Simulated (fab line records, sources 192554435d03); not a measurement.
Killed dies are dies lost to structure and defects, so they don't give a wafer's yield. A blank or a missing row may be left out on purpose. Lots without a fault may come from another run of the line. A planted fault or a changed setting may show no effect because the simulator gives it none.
A struck lot beside a sound one | flow n5_finfet | 41 steps out of a route of 1938
Sound: wafers L807.2, L807.4, L807.5. Struck: wafer L817.6. (L817.1, L817.2 of the same lot were not struck and are left out.) The cause comes at the end.
At each step with rows: each side's tool, then ch and its chambers, then its first start. Under that, the readings that differ: sound wafers | struck wafers | difference of the means | sigmas: that difference in standard deviations of wafers without a fault.
alike: readings whose means differ by less than 2 such deviations, and words and numbers that are the same on both sides. not compared: withheld readings, readings that some wafer has no value for, bounds like >300 that may hide the same value, and numbers for which the record gives no deviation and whose values overlap.
The two part at a step that has a row with sigmas, a row that says differs or no value, or rows on one side only. Numbers that don't overlap but have no deviation are shown without sigmas and don't part them. A reading that every wafer of one side lacks parts them only if that side has two wafers or more.

first, 11 steps without rows for these wafers: N5_GATE_CUT_ETCHBACK_00 (etches W in SF6/Cl2); N5_GATE_CUT_ETCH_56 (etches TiN in Cl2/Ar, target depth 21.6 nm); N5_GATE_CUT_ETCHBACK_30 (etches TiN in Cl2/Ar, target depth 3 nm); N5_GATE_CUT_VAPOR_ETCH_60 (etches HfO2 in BCl3/Cl2); N5_GATE_CUT_ETCH_58 (etches SiNx in CH3F/O2, target depth 17 nm, time 128.6 s); N5_GATE_CUT_STRIP_59 (strips in N2/H2, time 20 s); N5_GATE_CUT_PRECLEAN_31 (cleans in DIW, time 300 s); N5_GATE_CUT_SRD_32 (time 30 s); N5_GATE_CUT_SAC_CAP_01 (material SiNx, target thk 24 nm, pulse time 1 s, ald cycles 480); N5_GATE_CUT_PECVD_57 (deposits SiNx from SiH4/NH3/N2, target thk 21 nm); N5_GATE_CUT_CMP_02 (polishes, stops on SiO2, t overpolish 12.7 s, target thk 0 nm).
N5_GATE_CUT_HM_DEP_46: deposits SiO2 from TEOS/O2, target thk 130 nm, time 26.6 s.
  sound on pecvd-03 ch 0,1,2, day 6 01:04; struck on pecvd-03 ch 1, day 8 10:14
  reading                                      | sound             | struck | difference | sigmas
  model.SiO2_of_GATE_CUT_HM_DEP_46.thk_nm (nm) | 132.6 131.8 133.8 | 95.6   | -37.1      |
  alike: heater_power_w, showerhead_plenum_p_Torr, throttle_valve_pct
  not compared: rf_fwd_power_W
then, 15 steps without rows for these wafers: N5_GATE_CUT_COAT_34 (time 60 s, resist thk 60 nm); N5_GATE_CUT_COAT_35 (time 60 s, resist thk 10 nm); N5_GATE_CUT_COAT_27 (time 60 s, resist thk 10 nm); N5_GATE_CUT_COAT_07 (resist thk 30 nm); N5_GATE_CUT_EBR_09; N5_GATE_CUT_SOFTBAKE_08 (time 60 s); N5_GATE_CUT_EXPOSE_10 (exposes mask GATE CUT, target cd 20 nm); N5_GATE_CUT_PEB_11 (peb time 60 s); N5_GATE_CUT_DEVELOP_12 (develop time 30 s); N5_GATE_CUT_DESCUM_18 (chemistry O2, time 7 s); N5_GATE_CUT_ETCH_28 (etches underlayer in N2/H2, target depth 13 nm, time 10.4 s); N5_GATE_CUT_ETCH_36 (etches SiARC in CF4, target depth 13 nm, time 21.7 s); N5_GATE_CUT_ETCH_37 (etches SOC in N2/H2, target depth 60 nm, overetch 12 nm, time 90 s); N5_GATE_CUT_STRIP_38 (strips in N2/H2); N5_GATE_CUT_STRIP_39 (strips in N2/H2).
N5_GATE_CUT_HM_OPEN_40: chemistry C4F6/O2, target SiO2, target depth 139 nm, time 85.1 s.
  sound on rie_diel-06 ch 0,1,2, day 6 01:48; struck on rie_diel-01 ch 2, day 8 10:59
  reading                                   | sound             | struck | difference | sigmas
  etch_rf_on_time_s (s)                     | 95.6 95.9 97.5    | 71.2   | -25.1      | -11
  rf_fwd_power_W (W)                        | 342.8 341.9 342.2 | 339.1  | -3.2       | -2
  model.etch.depth_nm (nm)                  | 132.5 131.9 133.7 | 95.59  | -37.11     |
  model.SOC_of_GATE_CUT_COAT_34.thk_nm (nm) | 32.4 32.8 33      | 40.4   | +7.7       |
  alike: drypump_motor_current_A, oes_ar_750_au, oes_o_777_au, oes_product_au, rf_vpp_V, showerhead_plenum_p_Torr, throttle_valve_pct
  not compared: rf_hours_counter_h
then, 10 steps without rows for these wafers: N5_GATE_CUT_STRIP_41 (strips in CF4); N5_GATE_CUT_STRIP_42 (strips in O2); N5_GATE_CUT_ETCH_19 (etches SiNx in CH3F/O2, target depth 53.7 nm, time 76.7 s); N5_GATE_CUT_CUT_ETCH_53 (etches W in SF6/Cl2, target depth 79.2 nm); N5_GATE_CUT_CUT_ETCH_54 (etches TiN in Cl2/BCl3, target depth 96.7 nm); N5_GATE_CUT_CUT_ETCH_55 (etches HfO2 in BCl3, target depth 3.2 nm); N5_GATE_CUT_ETCH_47 (etches SiO2 in Cl2/BCl3, target depth 10 nm); N5_GATE_CUT_VAPOR_ETCH_48 (etches TiN in BCl3/Cl2); N5_GATE_CUT_VAPOR_ETCH_49 (etches TiAlC in BCl3/Cl2); N5_GATE_CUT_VAPOR_ETCH_51 (etches HfO2 in BCl3/Cl2).
N5_GATE_CUT_THK_MEAS_24:
  sound on film_metro-01, day 6 04:16; struck on film_metro-01, day 8 13:26
  reading          | sound             | struck | difference | sigmas
  GC_FILL_THK (nm) | 222.6 222.5 223.7 | 184.1  | -38.8      | -18
N5_GATE_CUT_CMP_43: polishes SiO2.
  sound on cmp-04 ch 0,2,3, day 6 04:27; struck on cmp-04 ch 1, day 8 13:38
  reading                                      | sound     | struck | difference | sigmas
  model.SiO2_of_GATE_CUT_HM_DEP_46.thk_nm (nm) | 5.2 5 5.2 | 3.4    | -1.7       |
  alike: motor_current_A, slurry_flow_ml_min
-- the record jumps here: 5 days lie between the struck wafers' starts before and after (it left off in module GATE_CUT and takes up again in module BEOL_M4, whose first step shown is number 1111 of the route) --
N5_BEOL_M4_RC_MEAS_101:
  sound on prober-02 ch 0, day 10 10:37; struck on prober-01 ch 0, day 13 03:00
  alike: DIBL_N, DIBL_P, IOFF_N, IOFF_P, ION_N, ION_P, SS_N, SS_P, VT_N, VT_P

WHERE THEY PART
First at N5_GATE_CUT_HM_OPEN_40; last, within this record, at N5_GATE_CUT_THK_MEAS_24. Later steps at which nothing parts them and some readings are alike: N5_GATE_CUT_CMP_43, N5_BEOL_M4_RC_MEAS_101.

WHY: what the simulator had put in
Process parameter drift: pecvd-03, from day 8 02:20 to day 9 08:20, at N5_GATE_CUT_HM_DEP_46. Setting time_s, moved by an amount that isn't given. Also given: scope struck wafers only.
